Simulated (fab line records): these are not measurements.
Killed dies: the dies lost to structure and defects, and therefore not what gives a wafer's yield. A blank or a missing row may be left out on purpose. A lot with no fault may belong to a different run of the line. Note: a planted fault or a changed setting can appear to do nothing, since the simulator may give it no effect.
Chamber matching || flow n5 finfet || uv cure-03 running N5_BEOL_M10_CURE_71: 3 sister chambers
The step cures SiCOH lowk, time 240 s. 5 wafers are shown with their chamber, then 8 later ones without.

== WAFERS PAIRED WITH THEIR CHAMBERS ==
{"wafer": "L082.5", "chamber": 2, "wafer_temp_C_max": 386.8, "lamp power pct (%)": 52.30}
{"wafer": "L082.6", "chamber": 2, "wafer_temp_C_max": 386.8, "lamp power pct (%)": 52.33}
{"wafer": "L085.3", "chamber": 1, "wafer_temp_C_max": 386.6, "lamp power pct (%)": 52.24}
{"wafer": "L085.4", "chamber": 1, "wafer_temp_C_max": 386.4, "lamp power pct (%)": 52.39}
{"wafer": "L087.2", "chamber": 0, "wafer_temp_C_max": 387.3, "lamp power pct (%)": 52.28}

== WAFERS WITHOUT THEIR CHAMBER ==
{"wafer": "L087.4", "wafer_temp_C_max": 387.4, "lamp power pct (%)": 52.34}
{"wafer": "L087.6", "wafer_temp_C_max": 386.9, "lamp power pct (%)": 52.24}
{"wafer": "L093.1", "wafer_temp_C_max": 386.3, "lamp power pct (%)": 52.37}
{"wafer": "L093.2", "wafer_temp_C_max": 386.8, "lamp power pct (%)": 52.30}
{"wafer": "L093.5", "wafer_temp_C_max": 386.4, "lamp power pct (%)": 52.35}
{"wafer": "L097.2", "wafer_temp_C_max": 386.9, "lamp power pct (%)": 52.40}
{"wafer": "L097.3", "wafer_temp_C_max": 386.9, "lamp power pct (%)": 52.37}
{"wafer": "L097.5", "wafer_temp_C_max": 386.5, "lamp power pct (%)": 52.27}

== THE CHAMBER EACH PASSED THROUGH ==
{"wafer": "L087.4", "from the rows above": 0, "in truth": 0}
{"wafer": "L087.6", "from the rows above": 2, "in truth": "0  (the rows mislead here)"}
{"wafer": "L093.1", "from the rows above": 1, "in truth": 1}
{"wafer": "L093.2", "from the rows above": 2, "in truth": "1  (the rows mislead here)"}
{"wafer": "L093.5", "from the rows above": 1, "in truth": 1}
{"wafer": "L097.2", "from the rows above": 2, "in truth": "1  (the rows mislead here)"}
{"wafer": "L097.3", "from the rows above": 2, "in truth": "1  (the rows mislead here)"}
{"wafer": "L097.5", "from the rows above": 1, "in truth": 1}
Correctly placed: 4 of 8. Not placeable from these rows: 0. Wrongly placed: 4.
How it was worked out, from the rows above alone: a wafer's distance from a chamber is the root of the sum, over the readings, of the square of ((its reading less the chamber's mean) divided by the reading's scatter). If the next closest chamber is less than 2 further off than the closest, the wafer can't be placed; otherwise it belongs to the closest. A chamber's mean is the mean of its shown wafers. The scatter: the root of (the sum of the squares of (reading less its chamber's mean) over the shown wafers, divided by (wafers less chambers)).
